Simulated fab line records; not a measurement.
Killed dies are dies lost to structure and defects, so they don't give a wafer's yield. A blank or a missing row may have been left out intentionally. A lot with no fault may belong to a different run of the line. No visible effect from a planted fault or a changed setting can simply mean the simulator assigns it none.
fab line records	flow n5Finfet
record: lots: 15	wafers: 41	lastDay: 18
route steps=1938 shown BEOL_M8@1395 BEOL_M9@1402
lots that met no fault: taken from a fault-free run of the same line
startH: the number of hours between the record's first day and the start of the first shown wafer of the lot	waitH: hours since the lot's step before	" same as the row above	L1.1+2: several wafers, shown together as one row	- no value present, or no start provided	* or withheld: withheld	< > ~ a bound
route shown NAME@n: NAME is a module with steps in the file, n the number in the route of the first one	usual: mean/standard deviation of fault-free wafers	same: alike in all rows	chamber/n: place in a boat	sites: each site's reading	_std_site: how widely they spread, as a standard deviation	_edge_site: outer sites' mean less inner sites'	radiusMm: how far each site lies from the wafer's centre	mask NAME#n: copy n	behind: the most recent tool/chamber to have shaped the wafer	hold: why the lot went on hold/how many hours it stayed there/how the hold came to an end	device: which transistor (n, p or np) failed to switch	end of line: the same wafers' tests at the end of the route	step lacking rows: just its recipe	killed: not the wafer's yield, but the dies lost to structure and defects at the first sort	map: a wafer's dies, x killed, . not, _ none there
set.NAME: setting as actually run; set.NAME@STEP: the setting as run at that earlier step	model.NAME: the simulator's own value behind a step, which no gauge read
steps of the route over a sample of lots; a table a step, a row a wafer
services: when a tool's chamber went out of use (startH, in hours from the record's first day, below 0 if earlier), for how many hours, and the reason
== steps ==
step: N5_BEOL_M8_CMP_52
recipe: stopOn: SiCOH_lowk	tOverpolishS: 6.9	downForcePsi: 1	platenRpm: 50	clearingPlatenDownForcePsi: 1.5	clearingPlatenRpm: 50	postCmpClean: cuAlkaline	targetThkNm: 80	clearingPlatenPadVelocityMS: 0.99484	padVelocityMS: 0.99484
usual: barrierFieldEndpointS: 29.1/0.87	motorCurrentA: 6.0/0.77	overpolishRunS: 6.900/0.0088	timeToEndpointS: 63/4.1
lot.wafer	tool	chamber	startH	waitH	barrierFieldEndpointS	motorCurrentA	overpolishRunS	timeToEndpointS
L905.1	cmp-01	3	205.26	0.3	27.1	6.3	6.883	56
L905.6	"	1	"	"	28.5	5.0	6.891	59
L905.5	"	2	"	"	27.6	5.3	6.880	54
L906.4	cmp-03	1	213.10	0.1	29.0	5.4	6.892	64
L906.3	"	0	"	"	29.1	5.4	6.908	68
L906.6	"	1	"	"	30.4	5.7	6.890	63
L907.3	cmp-01	2	222.42	0.2	27.4	5.0	6.901	53
L907.5	"	3	"	"	29.1	6.2	6.896	61
L908.1	cmp-01	3	225.98	0.3	28.4	6.5	6.898	59
L908.4	"	1	"	"	29.2	5.3	6.903	60
L909.3	cmp-03	0	226.00	0.2	29.0	5.7	6.897	65
L909.1	"	1	"	"	28.0	5.6	6.912	62
L914.1	cmp-04	0	259.20	0.3	29.0	5.8	6.904	65
L914.3	"	1	"	"	30.9	7.3	6.912	70
L920.3	cmp-04	3	298.52	0.2	28.6	5.8	6.907	62
L920.2	"	2	"	"	29.1	6.1	6.912	65
L920.5	"	0	"	"	28.5	5.7	6.890	62
L918.2	cmp-01	1	298.78	0.3	30.5	5.3	6.887	71
L918.1	"	3	"	"	29.7	6.5	6.908	65
L918.5	"	0	"	"	30.3	6.1	6.897	65
L923.1	cmp-03	1	328.00	0.3	29.2	5.7	6.911	67
L923.2	"	3	"	"	29.2	4.9	6.892	69
L923.5	"	1	"	"	29.7	5.7	6.905	64
L922.2	cmp-03	1	328.65	0.3	29.3	5.5	6.893	68
L922.6	"	2	"	"	28.9	7.5	6.897	61
L922.5	"	3	"	"	30.4	5.2	6.904	67
L924.3	cmp-03	3	334.72	0.2	29.2	5.2	6.890	64
L924.4	"	1	"	"	29.1	5.7	6.910	65
L924.6	"	2	"	"	29.3	7.8	6.881	62
L925.3	cmp-04	3	350.46	0.2	29.1	5.5	6.907	64
L925.4	"	1	"	"	30.0	6.9	6.886	64
L925.5	"	3	"	"	28.6	5.5	6.900	62
L926.4	cmp-04	1	350.78	0.2	29.9	7.2	6.908	70
L926.1	"	3	"	"	28.5	6.1	6.886	65
L926.6	"	0	"	"	28.7	5.8	6.912	63
L927.4	cmp-01	3	354.17	0.1	29.9	6.2	6.903	61
L927.2	"	1	"	"	30.5	5.1	6.902	67
L927.3	"	2	"	"	29.7	5.2	6.889	61
L928.3	cmp-01	3	357.29	0.2	28.1	6.2	6.890	62
L928.1	"	0	"	"	28.8	6.2	6.895	62
L928.6	"	2	"	"	28.5	5.7	6.914	62
step: N5_BEOL_M9_CURE_71
recipe: tempC: 385	timeS: 240	ambient: He/Ar	material: SiCOH_lowk
usual: lampPowerPct: 52.32/0.056	wafer_temp_C_max: 387.1/0.73
lot.wafer	tool	chamber	startH	waitH	lampPowerPct	wafer_temp_C_max
L905.1	uvCure-02	1	205.78	0.0	52.29	386.9
L905.5	"	1	"	"	52.29	386.5
L905.6	"	1	"	"	52.34	386.8
L906.3	uvCure-02	0	213.83	0.2	52.32	387.5
L906.4	"	0	"	"	52.32	387.7
L906.6	"	0	"	"	52.36	387.5
L907.3	uvCure-01	0	223.17	0.2	52.39	386.6
L907.5	"	0	"	"	52.22	386.2
L908.1	uvCure-02	0	226.55	0.1	52.33	387.6
L908.4	"	0	"	"	52.33	387.8
L909.1	uvCure-02	0	227.03	0.5	52.30	387.6
L909.3	"	0	"	"	52.31	386.9
L914.1	uvCure-01	0	259.73	0.0	52.30	386.8
L914.3	"	0	"	"	52.34	387.1
L920.2	uvCure-02	2	299.24	0.2	52.35	386.6
L920.3	"	2	"	"	52.41	386.7
L920.5	"	2	"	"	52.34	387.5
L918.1	uvCure-01	1	299.41	0.1	52.35	386.2
L918.2	"	1	"	"	52.26	386.0
L918.5	"	1	"	"	52.29	386.0
L923.1	uvCure-01	1	328.56	0.0	52.29	386.3
L923.2	"	1	"	"	52.27	386.4
L923.5	"	1	"	"	52.32	386.3
L922.2	uvCure-03	0	329.18	0.1	52.30	387.2
L922.5	"	0	"	"	52.29	388.4
L922.6	"	0	"	"	52.38	387.4
L924.3	uvCure-02	0	335.41	0.2	52.29	388.2
L924.4	"	0	"	"	52.39	388.1
L924.6	"	0	"	"	52.24	388.5
L926.1	uvCure-03	2	351.49	0.2	52.34	386.2
L926.4	"	2	"	"	52.35	386.3
L926.6	"	2	"	"	52.30	386.1
L925.3	uvCure-02	0	351.64	0.7	52.27	387.5
L925.4	"	0	"	"	52.31	387.1
L925.5	"	0	"	"	52.34	387.1
L927.2	uvCure-02	1	354.90	0.2	52.38	387.1
L927.3	"	1	"	"	52.28	386.2
L927.4	"	1	"	"	52.38	386.4
L928.1	uvCure-01	0	357.78	0.0	52.32	386.6
L928.3	"	0	"	"	52.40	387.2
L928.6	"	0	"	"	52.30	387.9
step: N5_BEOL_M9_ETCH_62
recipe: chemistry: N2/H2	target: SOC	targetDepthA: 1100	overetchA: 220	maskMaterial: SiARC	tempC: 40	timeS: 165	ionEnergyEv: 200	pressureMtorr: 30	sourceW: 840	biasW: 150	n2FlowSccm: 200	h2FlowSccm: 200
usual: biasW: 150.0/0.45	drypumpMotorCurrentA: 5.5/0.33	oesProductAu: 0.67/0.066	rfFwdPowerW: 837.4/2.4	rfVppV: 523.9/2.7	showerheadPlenumPTorr: 2.54/0.1	throttleValvePct: 17.88/0.2
lot.wafer	tool	chamber	startH	waitH	biasW	drypumpMotorCurrentA	oesProductAu	rfFwdPowerW	rfHoursCounterH	rfVppV	showerheadPlenumPTorr	throttleValvePct
L905.1	rieDiel-02	2	208.72	0.0	149.7	5.8	0.78	837.7	20	522.5	2.48	17.38
L905.5	"	0	"	"	150.8	4.8	0.58	840.6	-	522.9	2.52	18.33
L905.6	"	3	"	"	150.6	5.7	0.74	832.4	-	528.0	2.70	18.23
L906.3	rieDiel-06	3	216.49	0.0	149.5	5.2	0.73	834.1	49	528.5	2.72	17.69
L906.4	"	2	"	"	150.6	6.1	0.65	839.7	139	525.8	2.55	17.92
L906.6	"	0	"	"	150.1	5.5	0.62	837.4	-	527.7	2.66	18.06
L907.3	rieDiel-04	1	225.03	0.0	149.7	5.0	0.59	833.4	241	524.2	2.50	18.07
L907.5	"	2	"	"	149.8	5.7	0.61	835.6	-	520.8	2.41	17.71
L908.1	rieDiel-06	1	228.49	0.0	149.4	5.5	0.70	838.9	76	523.2	2.46	17.99
L908.4	"	3	"	"	-	5.2	0.85	-	52	528.9	2.71	17.71
L909.1	rieDiel-06	2	228.74	0.0	149.8	6.1	0.65	840.3	143	524.0	2.55	17.93
L909.3	"	3	"	"	-	5.2	0.84	-	52	528.2	2.72	17.70
L914.1	rieDiel-06	3	264.17	0.0	149.8	5.2	0.70	835.1	62	525.8	2.71	17.72
L914.3	"	0	"	"	-	5.6	0.73	-	179	525.7	2.66	18.11
L918.1	rieDiel-04	3	300.69	0.0	150.4	5.4	0.58	840.2	233	525.8	2.62	17.99
L918.2	"	2	"	"	150.2	5.7	0.59	839.6	200	519.6	2.40	17.74
L918.5	"	1	"	"	149.1	5.0	0.79	834.3	-	522.4	2.49	17.63
L920.2	rieDiel-02	3	300.92	0.0	150.0	5.7	0.70	835.2	78	528.1	2.69	18.28
L920.3	"	1	"	"	150.1	6.0	0.58	835.5	240	523.2	2.48	17.94
L920.5	"	2	"	"	150.5	5.8	0.73	832.9	-	521.3	2.46	17.43
L923.1	rieDiel-04	2	330.53	0.0	150.6	5.7	0.60	841.0	206	520.7	2.40	17.77
L923.2	"	1	"	"	149.0	5.0	0.78	837.2	17	523.1	2.49	17.65
L923.5	"	0	"	"	149.9	5.7	0.70	836.9	-	521.9	2.46	17.83
L922.2	rieDiel-04	2	331.05	0.0	149.0	5.7	0.59	837.2	206	519.7	2.40	17.77
L922.5	"	0	"	"	149.3	5.6	0.69	833.4	-	520.9	2.46	17.82
L922.6	"	1	"	"	150.6	5.0	0.78	839.0	-	523.1	2.49	17.65
L924.3	rieDiel-06	3	340.48	0.0	149.8	5.2	0.69	834.0	81	527.9	2.70	17.74
L924.4	"	1	"	"	149.8	5.5	0.67	838.6	-	520.3	2.45	18.06
L924.6	"	3	"	"	149.8	5.2	0.70	835.8	-	527.4	2.70	17.73
L925.3	rieDiel-06	0	352.94	0.0	148.9	5.6	0.59	837.5	203	526.9	2.65	18.12
L925.4	"	1	"	"	150.1	5.4	0.66	836.1	113	521.2	2.45	18.06
L925.5	"	1	"	"	150.3	5.4	0.66	833.9	-	523.2	2.45	18.08
L926.1	rieDiel-04	3	353.25	0.0	150.9	5.4	0.59	843.2	247	525.0	2.62	18.02
L926.4	"	0	"	"	150.7	5.7	0.68	840.2	102	520.1	2.46	17.83
L926.6	"	2	"	"	150.2	5.7	0.59	834.2	-	520.4	2.40	17.78
L927.2	rieDiel-04	1	357.66	0.0	149.6	5.0	0.75	835.4	27	524.0	2.49	17.66
L927.3	"	0	"	"	150.3	5.6	0.68	836.5	103	521.3	2.46	17.84
L927.4	"	3	"	"	150.4	5.4	0.58	840.0	249	525.9	2.62	18.01
L928.1	rieDiel-04	2	363.89	0.0	149.5	5.7	0.59	841.1	217	521.1	2.40	17.77
L928.3	"	1	"	"	149.5	5.0	0.75	838.5	29	521.2	2.49	17.66
L928.6	"	0	"	"	149.2	5.6	0.68	838.7	-	521.3	2.46	17.85
step: N5_BEOL_M9_CD_MEAS_18
recipe: pitchNm: 140	targetCdNm: 70
usual: cdNm: 70.4/0.84
lot.wafer	tool	chamber	startH	waitH	cdNm
L905.1	cdSem-02	-	209.09	0.0	70.7
L905.5	"	-	"	"	70.3
L905.6	"	-	"	"	70.7
L906.3	cdSem-01	-	216.87	0.1	70.9
L906.4	"	-	"	"	71.0
L906.6	"	-	"	"	70.9
L907.3	cdSem-01	-	225.44	0.1	70.2
L907.5	"	-	"	"	69.4
L908.1	cdSem-03	-	228.98	0.1	70.9
L908.4	"	-	"	"	-
L909.1	cdSem-01	-	229.24	0.0	70.1
L909.3	"	-	"	"	-
L914.1	cdSem-02	-	264.54	0.0	70.8
L914.3	"	-	"	"	-
L918.1	cdSem-01	-	301.05	0.0	72.7
L918.2	"	-	"	"	70.0
L918.5	"	-	"	"	69.8
L920.2	cdSem-01	-	301.29	0.1	69.8
L920.3	"	-	"	"	69.1
L920.5	"	-	"	"	70.6
L923.1	cdSem-03	-	330.93	0.0	68.3
L923.2	"	-	"	"	68.3
L923.5	"	-	"	"	71.4
L922.2	cdSem-01	-	331.52	0.1	68.7
L922.5	"	-	"	"	70.9
L922.6	"	-	"	"	70.2
L924.3	cdSem-02	-	340.94	0.1	70.6
L924.4	"	-	"	"	71.1
L924.6	"	-	"	"	70.6
L925.3	cdSem-01	-	353.32	0.1	70.1
L925.4	"	-	"	"	70.1
L925.5	"	-	"	"	70.6
L926.1	cdSem-03	-	353.92	0.0	71.4
L926.4	"	-	"	"	70.0
L926.6	"	-	"	"	69.1
L927.2	cdSem-01	-	358.14	0.1	69.6
L927.3	"	-	"	"	72.1
L927.4	"	-	"	"	71.2
L928.1	cdSem-02	-	364.26	0.0	69.5
L928.3	"	-	"	"	69.8
L928.6	"	-	"	"	69.8
step: N5_BEOL_M9_INSPECT_30
recipe: mode: adi	inspectInstrument: brightfield
usual: rawDefectCount: 403/86
lot.wafer	tool	chamber	startH	waitH	rawDefectCount
L905.1	defectInspect-01	-	210.49	0.1	352
L905.5	"	-	"	"	463
L905.6	"	-	"	"	439
L906.3	defectInspect-02	-	219.04	0.0	314
L906.4	"	-	"	"	319
L906.6	"	-	"	"	305
L907.3	defectInspect-02	-	227.22	0.0	329
L907.5	"	-	"	"	243
L908.1	defectInspect-01	-	229.80	0.1	325
L908.4	"	-	"	"	523
L909.1	defectInspect-02	-	229.97	0.1	433
L909.3	"	-	"	"	425
L914.1	defectInspect-02	-	265.93	0.1	367
L914.3	"	-	"	"	371
L918.1	defectInspect-02	-	302.02	0.1	405
L918.2	"	-	"	"	491
L918.5	"	-	"	"	346
L920.2	defectInspect-02	-	302.19	0.0	455
L920.3	"	-	"	"	400
L920.5	"	-	"	"	478
L923.1	defectInspect-01	-	331.36	0.1	375
L923.2	"	-	"	"	347
L923.5	"	-	"	"	349
L922.2	defectInspect-01	-	333.91	0.0	347
L922.5	"	-	"	"	402
L922.6	"	-	"	"	444
L924.3	defectInspect-02	-	342.89	0.0	298
L924.4	"	-	"	"	526
L924.6	"	-	"	"	406
L925.3	defectInspect-01	-	353.84	0.0	468
L925.4	"	-	"	"	392
L925.5	"	-	"	"	417
L926.1	defectInspect-01	-	354.32	0.1	582
L926.4	"	-	"	"	533
L926.6	"	-	"	"	791
L927.2	defectInspect-02	-	362.64	0.0	360
L927.3	"	-	"	"	343
L927.4	"	-	"	"	285
L928.1	defectInspect-02	-	365.39	0.1	271
L928.3	"	-	"	"	372
L928.6	"	-	"	"	358
step: N5_BEOL_M9_VIA_ETCH_34
recipe: chemistry: C4F6/O2	target: SiCOH_lowk	targetDepthA: 1824	maskMaterial: SOC	taperDeg: 4	timeS: 68.4	ionEnergyEv: 250	pressureMtorr: 30	sourceW: 345	biasW: 185	Ar_flow_sccm: 300	C4F6_flow_sccm: 10	O2_flow_sccm: 10
usual: biasW: 185.0/0.65	drypumpMotorCurrentA: 5.5/0.37	oesProductAu: 0.81/0.083	rfFwdPowerW: 342.3/1.3	rfVppV: 675/18	showerheadPlenumPTorr: 2.85/0.087	throttleValvePct: 20.94/0.19
lot.wafer	tool	chamber	startH	waitH	biasW	drypumpMotorCurrentA	oesProductAu	rfFwdPowerW	rfHoursCounterH	rfVppV	showerheadPlenumPTorr	throttleValvePct
L905.1	rieDiel-04	2	210.70	0.0	185.2	5.7	0.72	343.0	174	655	2.72	20.82
L905.5	"	0	"	"	184.1	5.6	0.85	343.1	-	688	2.80	20.93
L905.6	"	1	"	"	184.2	5.0	0.68	340.6	-	701	2.79	21.11
L906.3	rieDiel-02	0	219.26	0.0	184.0	4.8	0.67	342.0	246	680	2.84	21.42
L906.4	"	3	"	"	184.7	5.7	0.87	342.1	51	667	2.97	20.95
L906.6	"	3	"	"	185.0	5.7	0.87	341.7	-	666	2.97	20.97
L907.3	rieDiel-06	3	227.49	0.0	183.9	5.2	0.85	340.1	52	704	3.01	20.67
L907.5	"	3	"	"	184.1	5.2	0.85	341.1	-	703	3.01	20.66
L908.1	rieDiel-06	1	230.01	0.0	186.1	5.4	0.83	341.3	77	673	2.78	21.20
L908.4	"	3	"	"	186.6	5.2	0.33	341.4	53	703	3.01	20.52
L909.1	rieDiel-02	0	230.18	0.0	185.4	4.8	0.68	344.4	249	680	2.84	21.45
L909.3	"	2	"	"	185.9	5.8	0.35	343.0	26	657	2.81	20.48
L914.1	rieDiel-04	2	266.37	0.0	185.1	5.7	0.69	341.5	192	655	2.71	20.86
L914.3	"	3	"	"	185.1	5.4	0.27	343.8	224	655	2.93	20.88
L918.1	rieDiel-04	0	302.23	0.0	184.4	5.7	0.81	341.7	86	688	2.79	20.96
L918.2	"	3	"	"	184.1	5.4	0.70	344.3	233	656	2.93	21.05
L918.5	"	1	"	"	185.8	5.0	0.92	341.9	-	702	2.78	20.71
L920.2	rieDiel-02	3	302.43	0.0	184.0	5.7	0.83	342.6	79	666	2.96	21.01
L920.3	"	0	"	"	184.2	4.8	0.95	342.6	15	679	2.84	21.09
L920.5	"	0	"	"	184.7	4.8	0.95	341.5	-	679	2.84	21.09
L923.1	rieDiel-04	1	331.64	0.0	184.7	5.0	0.90	339.8	18	701	2.78	20.73
L923.2	"	3	"	"	185.8	5.4	0.68	342.8	241	653	2.93	21.06
L923.5	"	3	"	"	185.7	5.4	0.69	343.7	-	655	2.93	21.05
L922.2	rieDiel-04	0	334.12	0.0	185.6	5.6	0.80	344.7	95	687	2.78	20.96
L922.5	"	0	"	"	185.1	5.7	0.80	342.9	-	687	2.78	20.96
L922.6	"	3	"	"	184.5	5.4	0.68	343.8	-	655	2.93	21.06
L924.3	rieDiel-02	3	343.36	0.0	185.1	5.7	0.81	343.1	91	665	2.95	21.02
L924.4	"	2	"	"	186.0	5.8	0.86	341.6	-	656	2.79	20.70
L924.6	"	3	"	"	185.0	5.7	0.81	342.3	-	666	2.95	21.03
L925.3	rieDiel-02	3	354.50	0.0	185.4	5.7	0.81	340.2	96	667	2.95	21.03
L925.4	"	0	"	"	185.0	4.8	0.91	344.7	-	680	2.83	21.12
L925.5	"	3	"	"	184.9	5.7	0.80	342.3	-	666	2.95	21.02
L926.1	rieDiel-02	0	354.93	0.0	185.5	4.8	0.90	342.7	32	680	2.83	21.11
L926.4	"	3	"	"	184.4	5.7	0.82	341.9	-	666	2.95	21.03
L926.6	"	0	"	"	184.5	4.8	0.90	341.7	-	680	2.83	21.10
L927.2	rieDiel-02	1	362.86	0.0	185.4	6.0	0.99	345.2	1	712	2.79	20.73
L927.3	"	0	"	"	185.2	4.7	0.90	342.9	34	680	2.83	21.12
L927.4	"	2	"	"	184.8	5.8	0.85	342.0	69	656	2.79	20.72
L928.1	rieDiel-02	0	366.32	0.0	185.4	4.7	0.90	344.9	35	679	2.83	21.11
L928.3	"	3	"	"	184.5	5.7	0.80	340.8	99	666	2.95	21.04
L928.6	"	3	"	"	184.8	5.7	0.80	341.4	-	665	2.95	21.04
step: N5_BEOL_M9_OCD_MEAS_38
usual: trenchDepthNm: 152/3.2
lot.wafer	tool	chamber	startH	waitH	trenchDepthNm
L905.1	ocd-02	-	210.98	-	146
L905.5	"	-	"	"	148
L905.6	"	-	"	"	141
L906.3	ocd-02	-	219.54	-	149
L906.4	"	-	"	"	153
L906.6	"	-	"	"	154
L907.3	ocd-01	-	227.77	-	149
L907.5	"	-	"	"	149
L908.1	ocd-01	-	230.29	-	153
L908.4	"	-	"	"	0
L909.1	ocd-02	-	230.46	-	148
L909.3	"	-	"	"	0
L914.1	ocd-01	-	266.65	-	149
L914.3	"	-	"	"	1
L918.1	ocd-01	-	302.51	-	148
L918.2	"	-	"	"	152
L918.5	"	-	"	"	149
L920.2	ocd-02	-	302.70	-	153
L920.3	"	-	"	"	159
L920.5	"	-	"	"	159
L923.1	ocd-02	-	331.91	-	149
L923.2	"	-	"	"	153
L923.5	"	-	"	"	151
L922.2	ocd-01	-	334.40	-	150
L922.5	"	-	"	"	147
L922.6	"	-	"	"	153
L924.3	ocd-01	-	343.64	-	149
L924.4	"	-	"	"	152
L924.6	"	-	"	"	150
L925.3	ocd-02	-	354.78	-	148
L925.4	"	-	"	"	155
L925.5	"	-	"	"	150
L926.1	ocd-02	-	355.21	-	157
L926.4	"	-	"	"	150
L926.6	"	-	"	"	156
L927.2	ocd-02	-	363.14	-	157
L927.3	"	-	"	"	157
L927.4	"	-	"	"	152
L928.1	ocd-02	-	366.60	-	155
L928.3	"	-	"	"	147
L928.6	"	-	"	"	147
== services ==
tool	chamber	startH	hours	kind
cmp-03	-	197.42	0.9	repair
cmp-01	-	200.65	0.3	repair
cmp-01	-	203.69	1.4	repair
uvCure-01	-	205.79	7.5	pm
cmp-04	-	214.51	0.7	repair
rieDiel-04	0	222.79	11.3	repair
rieDiel-04	2	228.08	2.4	repair
cmp-04	-	280.88	4.0	pm
cmp-03	-	289.89	0.8	repair
cmp-01	-	291.28	3.5	repair
rieDiel-06	2	299.45	8.1	repair
cmp-04	-	307.64	0.8	repair
cmp-03	-	312.48	0.7	repair
uvCure-01	-	315.48	1.0	pm
cmp-03	-	315.57	5.6	repair
cmp-04	-	317.39	1.4	repair
uvCure-01	-	331.95	24.9	pm
rieDiel-06	0	337.05	4.8	repair
cmp-03	-	339.87	4.0	pm
cmp-04	-	343.84	3.1	repair
cmp-03	-	344.62	10.7	pm
cmp-01	-	346.94	1.4	repair
cmp-04	-	360.63	0.3	repair
cmp-01	-	362.80	4.0	pm
== key ==
firstSign: step: N5_BEOL_M9_ETCH_62	reading: oesProductAu	direction: up	sigmas: 2.1	usual: 0.67	struck: 0.81	wafersMoved: 2
effect: step: N5_BEOL_M9_CD_MEAS_18	reading: cdNm	direction: missing
effect: step: N5_BEOL_M9_VIA_ETCH_34	reading: oesProductAu	direction: down	sigmas: 6	usual: 0.81	struck: 0.31
effect: step: N5_BEOL_M9_OCD_MEAS_38	reading: trenchDepthNm	direction: down	sigmas: 47	usual: 152	struck: 1
metAt N5_BEOL_M9_ETCH_62
struckLots L908,L909,L914
struckWafers L908.4,L909.3,L914.3
laterRowsLeftOut L908.4,L909.3,L914.3
sortLeftOut L908.4,L909.3,L914.3
notActingAt N5_BEOL_M8_CMP_52,N5_BEOL_M9_CURE_71,N5_BEOL_M9_INSPECT_30
fault: kind: processParameterDrift	tool: rieDiel-06	chamber: -	onsetH: 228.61	steps: N5_BEOL_M9_ETCH_62	channel: timeS	offset: *	shape: step	endH: 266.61	scope: struckWafersOnly	actsIn: *	stated: *
sortLeftOut: the simulated sort isn't trusted on such a fault, so these wafers' sort isn't shown, and their yield isn't known
laterRowsLeftOut: the simulator's readings of these wafers behind a module that went badly wrong aren't trusted and aren't shown, but for the sort
